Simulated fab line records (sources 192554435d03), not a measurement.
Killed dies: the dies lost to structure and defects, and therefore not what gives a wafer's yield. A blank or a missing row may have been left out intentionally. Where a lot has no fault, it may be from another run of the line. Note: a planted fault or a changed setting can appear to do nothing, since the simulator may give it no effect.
Split-lot study	flow n5_finfet	route with 1938 steps; 7 lots, 21 wafers read

== ABOUT THE SPLIT ==
At N5_BEOL_M4_COAT_67 (time 60 s, resist thk 60 nm), the setting spin_rpm was moved away from the recipe's 1500 rpm on 7 of the 21 wafers read, by -9.7% to +11.1%. All remaining wafers had this setting at the recipe value.

== FROM THE SPLIT TO THE READING: what the file shows between them, 7 steps ==
- N5_BEOL_M4_COAT_68: time 60 s, resist thk 12 nm
- N5_BEOL_M4_COAT_76: time 60 s, resist thk 5 nm
- N5_BEOL_M4_ALD_98: deposits SiO2, target thk 2.5 nm, pulse time 1 s, co reactant pulse time 1 s
- N5_BEOL_M4_ETCHBACK_99: etches SiO2 in CHF3, target depth 5 nm, time 10.4 s
- N5_BEOL_M4_ETCH_70: etches SOC in N2/H2, target depth 80 nm, overetch 24 nm, time 130 s
- N5_BEOL_M4_STRIP_71: strips in N2/H2
- N5_BEOL_M4_STRIP_78: strips in N2/H2

== THE READING ==
SOC_of_BEOL_M4_COAT_67.thk_nm (the simulator's own value, which no gauge read), in nm, at N5_BEOL_M4_VIA_ETCH_34 (etches the open film in C4F6/O2, target depth 69.4 nm, time 65.9 s). There is no usual value for it anywhere in the file. Average 51.8 nm, standard deviation 0.18 nm, over the 14 wafers here run with the recipe.

wafer	tool, chamber at the split	spin_rpm as run, rpm	against the recipe	SOC_of_BEOL_M4_COAT_67.thk_nm, nm	against lot-mates on the recipe
L075.1	litho_track-02, 0	1500	recipe	51.8	-
L075.3	litho_track-02, 0	1500	recipe	51.8	-
L075.2	litho_track-02, 0	1500	recipe	51.6	-
L076.4	litho_track-05, 0	1423	-5.1%	53.6	+2.0
L076.5	litho_track-05, 0	1500	recipe	51.6	-
L076.6	litho_track-05, 0	1423	-5.1%	53.4	+1.8
L077.1	litho_track-02, 0	1500	recipe	51.8	-
L077.3	litho_track-02, 0	1500	recipe	52.2	-
L077.6	litho_track-02, 0	1360	-9.3%	55	+3.0
L080.1	litho_track-05, 0	1500	recipe	51.8	-
L080.2	litho_track-05, 0	1551	+3.4%	50.8	-0.9
L080.5	litho_track-05, 0	1500	recipe	51.6	-
L082.3	litho_track-03, 0	1500	recipe	51.8	-
L082.4	litho_track-03, 0	1500	recipe	51.8	-
L082.6	litho_track-03, 0	1500	recipe	51.8	-
L087.1	litho_track-05, 0	1666	+11.1%	48.8	-2.6
L087.4	litho_track-05, 0	1666	+11.1%	48.4	-3.0
L087.5	litho_track-05, 0	1500	recipe	51.4	-
L095.1	litho_track-02, 0	1355	-9.7%	55	+3.1
L095.3	litho_track-02, 0	1500	recipe	51.8	-
L095.6	litho_track-02, 0	1500	recipe	52	-

THE FIT
A straight line over all 21 wafers: SOC_of_BEOL_M4_COAT_67.thk_nm changes by -0.311 nm for each +1% of spin_rpm; r = -0.99; the points scatter about the line by 0.21 nm.
The same after taking each lot's own level away (the mean of its wafers on the recipe; 21 wafers): -0.29 nm for each +1%; r = -0.99; scatter 0.21 nm.
That fit puts the effect of the largest move of spin_rpm on the reading at 3.2 nm.
The lots' own levels span 51.40 to 52.00 nm, that is 3.3 times the standard deviation above.
The two slopes are in agreement: the lot-to-lot level therefore moves the slope only a little.
Check: with one of the wafers moved furthest among these (+11.1%) left out of the fit, the line predicts -3.32 nm for it against its lot-mates. It came out at -2.6 nm against them.

== THESE WAFERS: OTHER SPLITS ==
These wafers also went through other splits before the reading. Each is held against what the fit with the lots' levels taken away leaves over:
other split on the same wafers	wafers away from the commonest value	r with SOC_of_BEOL_M4_COAT_67.thk_nm (lot level and that fit taken away)
N5_BEOL_M1_ETCH_64 bias_w	5	+0.01
N5_BEOL_M2_EXPOSE_08 dose_mj	11	-0.04
N5_BEOL_M2_ETCH_64 time_s	9	-0.09
N5_BEOL_M3_TRENCH_ETCH_37 time_s	5	+0.50
N5_BEOL_M4_ETCH_64 bias_w	4	-0.19

== THE WHOLE CHAIN: every reading that the file lists as answering this split, in the file's order ==
step	what it does	reading	change (the file's fit)	r (the file's)
N5_BEOL_M4_COAT_67	time 60 s, resist thk 60 nm	SOC_of_BEOL_M4_COAT_67.thk_nm (the simulator's own value, which no gauge read)	-0.311 nm for each +1% of the setting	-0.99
N5_BEOL_M4_ETCH_70	etches SOC in N2/H2, target depth 80 nm, overetch 24 nm, time 130 s	etch.depth_nm (the simulator's own value, which no gauge read)	-0.31 nm for each +1% of the setting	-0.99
N5_BEOL_M4_VIA_ETCH_34	etches the open film in C4F6/O2, target depth 69.4 nm, time 65.9 s	SOC_of_BEOL_M4_COAT_67.thk_nm (the simulator's own value, which no gauge read)	-0.298 nm for each +1% of the setting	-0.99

== THE FILE'S OWN FIT ==
SOC_of_BEOL_M4_COAT_67.thk_nm changes by -0.298 nm for each +1% of spin_rpm, r = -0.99.
